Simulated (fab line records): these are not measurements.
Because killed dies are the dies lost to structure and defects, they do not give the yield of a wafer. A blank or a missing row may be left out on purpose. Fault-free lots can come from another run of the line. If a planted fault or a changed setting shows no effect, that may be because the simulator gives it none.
fab line records	flow nandHarc
record: lots: 6	wafers: 18	lastDay: 23
route steps=1159 shown A_BLC@968 A_M0@994 END@1159
lots with no fault: from the same line, run without faults
startH: hours from the record's first day to the start of the lot's first wafer shown	waitH: hours elapsed since this lot's preceding step	" as in the row above	L1.1+2: several wafers, shown together as one row	- no value present, or no start provided	* or withheld: withheld	< > ~ a bound
route shown NAME@n: a module of which the file shows steps, and the number in the route of the first	usual: the fault-free wafers' mean and standard deviation	same: alike in all rows	chamber/n: place in a boat	sites: readings site by site	_std_site: standard deviation across them	_edge_site: inner sites' mean taken away from outer sites' mean	radiusMm: how far each site lies from the wafer's centre	mask NAME#n: copy n	behind: the tool/chamber that last shaped the wafer	hold: why the lot went on hold/how many hours it stayed there/how the hold came to an end	device: the n, p or np transistor that did not switch	end of line: tests run on the same wafers once the route is complete	a step given without rows: its recipe and nothing more	killed: not the wafer's yield, but the dies lost to structure and defects at the first sort	map: a wafer's dies, x killed, . not, _ none there
set.NAME: the run value of the setting; set.NAME@STEP: its run value at that earlier step	model.NAME: the simulator's own value behind a step, which no gauge read
lots at selected steps of the route; one table per step, one row per wafer
services: from which hour (startH, from the record's first day; less than 0 if before it) a tool's chamber was out of use, for how many hours, and why
== steps ==
step: NHARC_A_BLC_COAT_04
recipe: spinRpm: 1500	resistThkNm: 90
step: NHARC_A_BLC_SOFTBAKE_05
recipe: tempC: 105	timeS: 55
step: NHARC_A_BLC_EBR_06
step: NHARC_A_BLC_EXPOSE_07
recipe: na: 1.35	targetCdNm: 100	doseMj: 67.97	maskId: A_BLC
step: NHARC_A_BLC_PEB_08
recipe: pebTempC: 100	pebTimeS: 65
step: NHARC_A_BLC_DEVELOP_09
recipe: developTimeS: 35	devTempC: 23
step: NHARC_A_BLC_CD_MEAS_10
recipe: targetCdNm: 100	landingEnergyEv: 500
usual: cdNm: 100.4/0.79
lot.wafer	tool	chamber	startH	waitH	cdNm
L672.3	cdSem-02	0	389.44	-	101.8
L672.4	"	0	"	"	100.4
L672.6	"	0	"	"	100.8
L676.1	cdSem-01	0	415.07	-	99.1
L676.4	"	0	"	"	98.8
L676.6	"	0	"	"	99.3
L681.2	cdSem-02	0	443.18	-	99.9
L681.4	"	0	"	"	99.3
L681.6	"	0	"	"	100.2
L688.2	cdSem-01	0	478.55	-	100.0
L688.4	"	0	"	"	100.6
L688.5	"	0	"	"	101.4
L690.2	cdSem-03	0	504.26	-	100.1
L690.5	"	0	"	"	100.8
L690.6	"	0	"	"	100.3
L694.1	cdSem-02	0	513.41	-	99.9
L694.3	"	0	"	"	100.1
L694.6	"	0	"	"	101.4
step: NHARC_A_BLC_OVL_MEAS_11
usual: overlayXNm: 0.2/0.74	overlayYNm: -0.3/0.95
lot.wafer	tool	chamber	startH	waitH	overlayXNm	overlayYNm
L672.3	overlay-01	-	389.53	-	1.0	0.7
L672.4	"	-	"	"	1.2	0.7
L672.6	"	-	"	"	1.3	0.6
L676.1	overlay-01	-	415.15	-	0.7	-1.3
L676.4	"	-	"	"	0.0	-1.3
L676.6	"	-	"	"	0.6	-1.9
L681.2	overlay-02	-	443.27	-	1.2	-0.7
L681.4	"	-	"	"	1.2	0.2
L681.6	"	-	"	"	2.0	-0.3
L688.2	overlay-02	-	478.64	-	-0.9	0.4
L688.4	"	-	"	"	-1.0	0.2
L688.5	"	-	"	"	-1.2	-0.2
L690.2	overlay-02	-	504.34	-	0.7	-1.3
L690.5	"	-	"	"	-0.4	-1.1
L690.6	"	-	"	"	-0.5	-0.6
L694.1	overlay-01	-	513.50	-	0.1	-0.5
L694.3	"	-	"	"	-0.8	-0.6
L694.6	"	-	"	"	0.0	-0.7
step: NHARC_A_BLC_INSPECT_12
usual: rawDefectCount: 30/15
lot.wafer	tool	chamber	startH	waitH	rawDefectCount
L672.3	defectInspect-02	-	389.56	0.0	16
L672.4	"	-	"	"	13
L672.6	"	-	"	"	23
L676.1	defectInspect-01	-	415.19	0.0	46
L676.4	"	-	"	"	46
L676.6	"	-	"	"	48
L681.2	defectInspect-01	-	443.31	0.0	35
L681.4	"	-	"	"	23
L681.6	"	-	"	"	31
L688.2	defectInspect-02	-	478.68	0.0	19
L688.4	"	-	"	"	12
L688.5	"	-	"	"	10
L690.2	defectInspect-02	-	504.38	0.0	76
L690.5	"	-	"	"	56
L690.6	"	-	"	"	60
L694.1	defectInspect-02	-	513.53	0.0	37
L694.3	"	-	"	"	33
L694.6	"	-	"	"	31
step: NHARC_A_BLC_DESCUM_15
recipe: timeS: 3	o2FlowSccm: 200	arFlowSccm: 0	biasPowerW: 0	chemistry: O2
step: NHARC_A_BLC_ETCH_16
recipe: targetDepthA: 390	overEtchFrac: 0.3	timeS: 65	ionEnergyEv: 80	cf4FlowSccm: 150	arFlowSccm: 0	rfW: 300	biasW: 100	chemistry: CF4
step: NHARC_A_BLC_ETCH_17
recipe: targetDepthA: 3900	overEtchFrac: 0.25	timeS: 609.38	ionEnergyEv: 200	n2FlowSccm: 150	h2FlowSccm: 150	arFlowSccm: 0	rfW: 400	biasW: 150	chemistry: N2/H2
step: NHARC_A_BLC_ETCH_18
recipe: targetDepthA: 9100	c4f8FlowSccm: 20	o2FlowSccm: 10	arFlowSccm: withheld	rfW: 600	biasW: 1500	chemistry: C4F8/O2/Ar
usual: oesProductAu: 0.949/0.024	rfVppV: 979/5.2
lot.wafer	tool	chamber	startH	waitH	oesProductAu	rfHoursCounterH	rfVppV
L672.3	rieDiel-08	3	390.30	-	0.941	9	983
L672.4	"	0	"	"	0.931	10	981
L672.6	"	2	"	"	0.947	-	972
L676.1	rieDiel-02	2	415.89	-	0.956	8	984
L676.4	"	0	"	"	0.965	8	971
L676.6	"	2	"	"	0.941	-	984
L681.2	rieDiel-02	0	444.98	-	0.939	11	970
L681.4	"	3	"	"	0.918	-	981
L681.6	"	0	"	"	0.947	-	971
L688.2	rieDiel-02	3	479.55	-	0.910	15	982
L688.4	"	1	"	"	0.929	-	982
L688.5	"	3	"	"	0.908	-	982
L690.2	rieDiel-08	0	505.07	-	0.985	2	982
L690.6	"	0	"	"	0.983	-	980
L690.5	"	1	"	"	1.003	-	979
L694.1	rieDiel-08	2	514.50	-	0.932	3	975
L694.3	"	1	"	"	0.945	3	976
L694.6	"	2	"	"	0.921	-	973
step: NHARC_A_BLC_CD_MEAS_19
usual: cdNm: 101/3
lot.wafer	tool	chamber	startH	waitH	cdNm
L672.3	cdSem-02	-	390.60	-	105
L672.4	"	-	"	"	102
L672.6	"	-	"	"	103
L676.1	cdSem-03	-	416.22	-	94
L676.4	"	-	"	"	98
L676.6	"	-	"	"	96
L681.2	cdSem-03	-	445.33	-	98
L681.4	"	-	"	"	97
L681.6	"	-	"	"	99
L688.2	cdSem-03	-	479.89	-	100
L688.4	"	-	"	"	99
L688.5	"	-	"	"	102
L690.2	cdSem-02	-	505.43	-	100
L690.5	"	-	"	"	100
L690.6	"	-	"	"	101
L694.1	cdSem-02	-	514.86	-	99
L694.3	"	-	"	"	106
L694.6	"	-	"	"	102
step: NHARC_A_BLC_STRIP_29
recipe: cf4FlowSccm: 150	arFlowSccm: 0	biasW: 0	chemistry: CF4
usual: drypumpMotorCurrentA: 5.8/0.58	oesProductAu: 1.003/0.013	rfVppV: 59.4/0.77	showerheadPlenumPTorr: 1.78/0.063	throttleValvePct: 13.285/0.0096
lot.wafer	tool	chamber	startH	waitH	drypumpMotorCurrentA	oesProductAu	rfHoursCounterH	rfVppV	showerheadPlenumPTorr	throttleValvePct
L672.3	rieDiel-02	0	390.67	0.1	5.0	1.004	4	58.9	1.67	13.309
L672.4	"	1	"	"	5.2	1.017	5	60.2	1.83	13.281
L672.6	"	1	"	"	5.2	1.009	-	61.1	1.83	13.285
L676.1	rieDiel-08	2	416.31	0.1	6.3	0.999	11	59.3	1.71	13.287
L676.6	"	0	"	"	5.9	0.991	-	59.1	1.82	13.281
L676.4	"	3	"	"	6.3	1.000	-	59.6	1.84	13.288
L681.2	rieDiel-08	3	445.44	0.1	6.3	1.029	16	59.0	1.84	13.292
L681.4	"	0	"	"	5.9	0.989	16	58.2	1.82	13.277
L681.6	"	2	"	"	6.3	1.003	-	59.0	1.71	13.287
L688.2	rieDiel-02	3	480.01	0.1	6.6	0.993	16	59.9	1.81	13.269
L688.4	"	2	"	"	6.2	0.974	-	59.8	1.86	13.289
L688.5	"	3	"	"	6.6	0.997	-	59.2	1.81	13.296
L690.2	rieDiel-08	3	505.51	0.1	6.3	1.014	2	60.3	1.84	13.277
L690.6	"	2	"	"	6.3	1.010	-	58.8	1.71	13.283
L690.5	"	3	"	"	6.2	1.016	-	58.7	1.84	13.278
L694.3	rieDiel-02	1	514.94	0.1	5.3	0.998	0	60.8	1.83	13.295
L694.1	"	2	"	"	6.2	0.995	0	58.4	1.86	13.289
L694.6	"	1	"	"	5.2	0.994	-	60.1	1.83	13.288
step: NHARC_A_BLC_STRIP_21
recipe: o2FlowSccm: 500	arFlowSccm: 0	biasW: 0	chemistry: O2
step: NHARC_A_BLC_STRIP_22
recipe: timeS: 600	tempC: 30	chemistry: postEtchResidueRemover
step: NHARC_A_BLC_DEGAS_30
recipe: tempC: 300	timeS: 60
step: NHARC_A_BLC_PRE_CLEAN_31
recipe: timeS: 15	biasV: 250	gas: Ar
step: NHARC_A_BLC_PVD_32
recipe: targetThkA: 50	chamberPressurePa: 5	powerW: 5000	substrateTempC: 200	timeS: 17.7	material: Ti
usual: throttleValvePct: 30.0/1.1
same: timeS: 17.7
lot.wafer	tool	chamber	startH	waitH	throttleValvePct
L672.4	pvdSputter-02	-	-	-	31.8
L672.3	"	-	"	"	31.5
L672.6	"	-	"	"	28.8
L676.4	pvdSputter-02	-	-	-	31.5
L676.1	"	-	"	"	29.7
L676.6	"	-	"	"	31.2
L681.2	pvdSputter-01	-	-	-	30.5
L681.4	"	-	"	"	29.9
L681.6	"	-	"	"	30.3
L688.2	pvdSputter-02	-	-	-	31.8
L688.4	"	-	"	"	31.3
L688.5	"	-	"	"	31.9
L690.2	pvdSputter-03	-	-	-	29.7
L690.5	"	-	"	"	29.5
L690.6	"	-	"	"	30.0
L694.3	pvdSputter-03	-	-	-	29.9
L694.1	"	-	"	"	28.7
L694.6	"	-	"	"	29.5
step: NHARC_A_BLC_ALD_23
recipe: targetThkA: 30	pulseTimeS: 1	aldCycles: 150	tempC: 450	material: TiN
usual: heaterPowerOuterW: 714/91	heaterPowerW: 1115/120	precursorPulseHeightRel: 1.000/0.021
lot.wafer	tool	chamber	startH	waitH	heaterPowerOuterW	heaterPowerW	precursorPulseHeightRel
L672.3	aldMetal-01	3	391.44	-	813	1289	1.039
L672.4	"	1	"	"	890	1338	0.990
L672.6	"	0	"	"	663	1078	1.004
L676.1	aldMetal-04	2	417.13	-	714	1137	1.053
L676.4	"	0	"	"	580	956	0.995
L676.6	"	2	"	"	722	1109	1.033
L681.2	aldMetal-01	0	446.21	-	656	1070	0.978
L681.4	"	3	"	"	793	1317	1.001
L681.6	"	1	"	"	880	1310	0.970
L688.2	aldMetal-04	0	480.82	-	560	984	1.004
L688.4	"	1	"	"	671	1010	1.004
L688.5	"	0	"	"	583	969	0.998
L690.2	aldMetal-01	0	506.28	-	644	1068	1.005
L690.5	"	0	"	"	662	1048	0.997
L690.6	"	1	"	"	891	1338	0.987
L694.1	aldMetal-01	0	515.71	-	649	1043	1.041
L694.3	"	2	"	"	668	1023	1.003
L694.6	"	1	"	"	874	1360	1.000
step: NHARC_A_BLC_CVD_24
recipe: targetThkA: 1500	tempC: 300	pressureTorr: 40	wf6FlowSccm: 40	h2FlowSccm: 1600	arFlowSccm: 1560	timeS: 434	material: W
usual: heaterPowerOuterW: 293/22	heaterPowerW: 513/47	mfcH2Sccm: 1600/4.3	throttleValvePct: 7.88/0.25
same: timeS: 434
lot.wafer	tool	chamber	startH	waitH	heaterPowerOuterW	heaterPowerW	mfcH2Sccm	throttleValvePct
L672.3	cvdW-01	0	-	-	283	496	1598	8.18
L672.4	"	1	"	"	261	455	1600	7.82
L672.6	"	1	"	"	264	450	1601	7.97
L676.1	cvdW-01	1	-	-	262	450	1599	8.29
L676.4	"	0	"	"	289	485	1601	8.28
L676.6	"	1	"	"	268	431	1596	7.75
L681.2	cvdW-02	0	-	-	317	595	1601	8.07
L681.4	"	1	"	"	312	529	1607	7.57
L681.6	"	0	"	"	316	582	1600	7.99
L688.2	cvdW-02	1	-	-	310	530	1599	7.38
L688.4	"	0	"	"	321	568	1594	8.17
L688.5	"	1	"	"	314	535	1596	7.31
L690.2	cvdW-02	0	-	-	305	575	1602	7.76
L690.5	"	0	"	"	308	574	1607	7.95
L690.6	"	1	"	"	306	536	1595	7.68
L694.1	cvdW-02	1	-	-	310	545	1607	7.44
L694.3	"	1	"	"	306	532	1606	7.72
L694.6	"	0	"	"	308	565	1600	7.66
step: NHARC_A_BLC_CMP_25
recipe: tOverpolishS: 30	targetThkNm: 150
step: NHARC_A_BLC_SRD_27
step: NHARC_A_M0_DEP_00
recipe: targetThkA: 1500	targetThkNm: 150	tempC: withheld	pressureTorr: 5	flowSccm: 200	rfW: 600	material: SiOC
step: NHARC_A_M0_DEHYDRATE_01
recipe: tempC: 150	timeS: 120
step: NHARC_A_M0_HMDS_02
recipe: timeS: 30
step: NHARC_A_M0_COAT_33
recipe: tempC: 200	timeS: 65
step: NHARC_A_M0_COAT_03
recipe: spinRpm: 1500	resistThkNm: 90
step: NHARC_A_M0_SOFTBAKE_04
recipe: tempC: 105	timeS: 55
step: NHARC_A_M0_EBR_05
step: NHARC_A_M0_EXPOSE_06
recipe: na: 1.35	targetCdNm: 80	doseMj: 83.25	maskId: A_M0
step: NHARC_A_M0_PEB_07
recipe: pebTempC: 100	pebTimeS: 65
step: NHARC_A_M0_DEVELOP_08
recipe: developTimeS: 35	devTempC: 23
step: NHARC_A_M0_CD_MEAS_09
recipe: targetCdNm: 80	landingEnergyEv: 500
usual: cdNm: 80.3/0.97
lot.wafer	tool	chamber	startH	waitH	cdNm
L672.3	cdSem-01	0	405.27	-	79.2
L672.4	"	0	"	"	78.9
L672.6	"	0	"	"	79.1
L676.1	cdSem-03	0	419.17	-	80.5
L676.4	"	0	"	"	79.7
L676.6	"	0	"	"	80.8
L681.2	cdSem-03	0	448.12	-	80.1
L681.4	"	0	"	"	80.0
L681.6	"	0	"	"	80.9
L688.2	cdSem-01	0	486.85	-	78.5
L688.4	"	0	"	"	79.9
L688.5	"	0	"	"	78.7
L690.2	cdSem-01	0	510.01	-	80.8
L690.5	"	0	"	"	81.0
L690.6	"	0	"	"	78.6
L694.1	cdSem-01	0	518.56	-	79.1
L694.3	"	0	"	"	79.4
L694.6	"	0	"	"	78.5
step: NHARC_A_M0_OVL_MEAS_10
recipe: pitchNm: 160
usual: overlayXNm: 0.1/0.79	overlayYNm: -0.1/0.96
lot.wafer	tool	chamber	startH	waitH	overlayXNm	overlayYNm
L672.3	overlay-02	-	405.37	-	0.3	-0.7
L672.4	"	-	"	"	0.0	-0.7
L672.6	"	-	"	"	0.1	-0.7
L676.1	overlay-02	-	419.26	-	0.2	-0.6
L676.4	"	-	"	"	1.0	-0.9
L676.6	"	-	"	"	1.0	-0.5
L681.2	overlay-01	-	448.20	-	0.4	1.1
L681.4	"	-	"	"	-0.1	0.1
L681.6	"	-	"	"	-0.2	0.0
L688.2	overlay-02	-	486.94	-	0.9	-1.5
L688.4	"	-	"	"	0.9	-0.5
L688.5	"	-	"	"	0.9	-0.9
L690.2	overlay-02	-	510.09	-	-0.4	0.3
L690.5	"	-	"	"	0.1	0.0
L690.6	"	-	"	"	-0.7	0.0
L694.1	overlay-02	-	518.66	-	-0.2	1.5
L694.3	"	-	"	"	-0.1	2.3
L694.6	"	-	"	"	-0.1	1.6
step: NHARC_A_M0_DESCUM_14
recipe: timeS: 3	o2FlowSccm: 200	arFlowSccm: 0	biasPowerW: 0	chemistry: O2
step: NHARC_A_M0_ETCH_34
recipe: targetDepthA: 400	overetchA: 120	timeS: 43.94	ionEnergyEv: 200	n2FlowSccm: 150	h2FlowSccm: 150	arFlowSccm: 0	rfW: 400	biasW: 150	chemistry: N2/H2
usual: drypumpMotorCurrentA: 5.8/0.44	oesProductAu: 0.998/0.015	rfVppV: 431.5/2.9	showerheadPlenumPTorr: 2.07/0.098	throttleValvePct: 14.172/0.0086
same: timeS: 43.94
lot.wafer	tool	chamber	startH	waitH	drypumpMotorCurrentA	oesProductAu	rfHoursCounterH	rfVppV	showerheadPlenumPTorr	throttleValvePct
L672.3	rieDiel-13	2	405.55	0.1	5.5	1.004	9	434.3	2.18	14.169
L672.4	"	0	"	"	5.4	0.983	9	430.9	2.09	14.177
L672.6	"	1	"	"	6.3	1.014	-	434.5	2.19	14.170
L676.1	rieDiel-13	1	419.45	0.1	6.3	0.992	11	433.4	2.19	14.166
L676.4	"	3	"	"	6.1	0.992	10	426.9	1.92	14.185
L676.6	"	0	"	"	5.4	0.983	-	431.1	2.09	14.170
L681.2	rieDiel-13	0	448.40	0.1	5.4	0.973	12	432.0	2.09	14.182
L681.4	"	1	"	"	6.3	0.994	13	434.7	2.18	14.151
L681.6	"	0	"	"	5.4	0.983	-	432.4	2.09	14.182
L688.2	rieDiel-13	2	487.12	0.1	5.4	1.007	3	433.9	2.18	14.178
L688.4	"	0	"	"	5.4	0.986	4	430.4	2.08	14.158
L688.5	"	2	"	"	5.4	1.011	-	436.3	2.18	14.196
L690.2	rieDiel-13	0	510.28	0.1	5.4	0.982	6	431.8	2.08	14.178
L690.5	"	0	"	"	5.4	0.992	-	433.5	2.08	14.172
L690.6	"	1	"	"	6.3	1.003	-	433.6	2.18	14.172
L694.3	rieDiel-06	3	518.85	0.1	5.9	1.006	5	431.8	2.07	14.170
L694.1	"	2	"	"	5.3	1.023	7	431.6	2.10	14.166
L694.6	"	0	"	"	5.8	1.012	-	428.5	1.93	14.170
step: NHARC_A_M0_ETCH_15
recipe: targetDepthA: 1500	overetchA: 150	timeS: 82.5	c4f8FlowSccm: withheld	arFlowSccm: 400	rfW: 600	biasW: 300	chemistry: C4F8/Ar
step: NHARC_END_SORT_01
recipe: tempC: 25
usual: killedAtArray: 25/10	killedAtOther: 0.6/0.91	killedAtPeriphery: 3.6/2.9	killedDies: 29/10	killedOpen: 3.3/2	killedShort: 1.9/1.5
same: grossDies: 677
lot.wafer	tool	chamber	startH	waitH	killedAtArray	killedAtOther	killedAtPeriphery	killedDies	killedOpen	killedShort
L690.5	prober-02	0	551.63	3.8	103	0	2	105	1	4
L694.3	prober-02	0	560.86	3.1	90	0	1	91	5	3
killed by level:class
L690.5 A_BLC:unspecified=71 A_SLIT:chamberFilmFlake=13 A_STAIRCASE:chamberFilmFlake=6 A_CHANNEL_HOLE_D1:chamberFilmFlake=6 A_CONTACT:chamberFilmFlake=2 P_CONTACT:geometricParticle:open=1 A_ONON_D1:geometricParticle:short=1 A_CHANNEL_FILL_D1:geometricParticle:short=1
L694.3 A_BLC:unspecified=70 A_CHANNEL_HOLE_D1:chamberFilmFlake=10 A_CONTACT:geometricParticle:open=2 A_STAIRCASE:chamberFilmFlake=2 P_M1:geometricParticle:open=1 A_CHANNEL_FILL_D1:geometricParticle:open=1 A_CHANNEL_FILL_D1:geometricParticle:short=1 A_SGD_CUT:geometricParticle:short=1
map L690.5 (x killed, . not)
____________.____________
_________......._________
_______...x......._______
______..........xx.______
_____..............._____
____.......x.........____
____........x........____
___......x............___
___...................___
__...........x.........__
__.....................__
_......................._
_.x....x................_
_......................._
_x......................_
_x..............x......._
.xx......................
xx.......................
xx.......................
x.x......................
xxx..x.x.................
_...xx..x..............._
_.x.xxxx.x.............._
_.x.xxxxx..x............_
_..xxxxxxxx.x..........._
_..xxxxxxx.............._
__xxxxxxxx.............__
__.xxxxxxx.............__
___xxxxxxxx.....x.....___
___xxxxxxx.x..........___
____xxxxx............____
____xxxx.............____
_____..............._____
______.x......x.x..______
_______.........xx_______
_________....x.x_________
____________.____________
map L694.3 (x killed, . not)
____________.____________
_________......._________
_______..........._______
______.............______
_____..............._____
____.................____
____.................____
___.x.................___
___...................___
__.....................__
__.....x.....x.........__
_......................._
_......x............x..._
_......................._
_........x....x........._
_..........x............_
............x...x........
........xx...............
.........................
......x........x.........
....x....................
_..x.x.xx..............._
_...xx.x..x............._
_...xxxxxx.............._
_..xxxxxxx.............._
_..xxxxxxx..x..........._
__.xxxxxxx.............__
__xxxxxxxx.............__
___.xxxxxx............___
___xxxxxx..x..........___
____xxxxx............____
____xxx.xx.........x.____
_____xx............._____
______.........x.x.______
_______........xxx_______
_________......x_________
____________.____________
== services ==
tool	chamber	startH	hours	kind
pvdSputter-02	-	370.20	12.2	repair
cvdW-02	-	378.37	13.0	pm
pvdSputter-03	-	387.14	4.8	repair
pvdSputter-02	-	392.00	10.0	pm
aldMetal-01	0	392.13	29.5	repair
aldMetal-04	1	395.67	25.9	repair
rieDiel-13	0	395.96	3.3	repair
aldMetal-04	-	406.00	10.0	pm
rieDiel-08	1	414.05	10.7	repair
pvdSputter-02	-	428.71	2.8	repair
rieDiel-02	2	442.18	7.8	repair
rieDiel-08	0	447.31	7.7	repair
rieDiel-13	-	453.00	9.0	pm
rieDiel-02	0	454.67	3.7	repair
aldMetal-01	-	458.00	10.0	pm
pvdSputter-03	-	458.08	10.0	pm
rieDiel-13	1	464.85	20.2	repair
cvdW-01	-	467.31	0.7	repair
rieDiel-02	0	473.74	8.5	repair
rieDiel-08	-	478.80	9.0	pm
cvdW-01	-	484.18	13.0	pm
aldMetal-04	1	504.35	5.9	repair
rieDiel-02	-	504.88	9.0	pm
rieDiel-08	1	516.01	2.6	repair
== key ==
firstSign: step: NHARC_END_SORT_01	reading: killedAtArray	direction: up	sigmas: 6.8	usual: 25	struck: 96
effect: step: NHARC_END_SORT_01	reading: killedDies	direction: up	sigmas: 6.7	usual: 29	struck: 98
moreKillsBornAt: NHARC_A_BLC_ETCH_18@rieDiel-08: 141
metAt NHARC_A_BLC_ETCH_18
struckWafers L690.5,L694.3
testerLeftOut L690,L694
fault: kind: chamberParticleSource	tool: rieDiel-08	chamber: 1	onsetH: 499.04	steps: NHARC_A_BLC_ETCH_18	ratePerVisitCm2: 0.56462	endH: 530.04
testerLeftOut: of these lots the tester's yield and bins aren't shown, on N5 and GAA mostly nor the transistor test; their killed dies are dies lost to structure and defects alone, not to doping, threshold or leakage, so they don't give the yield
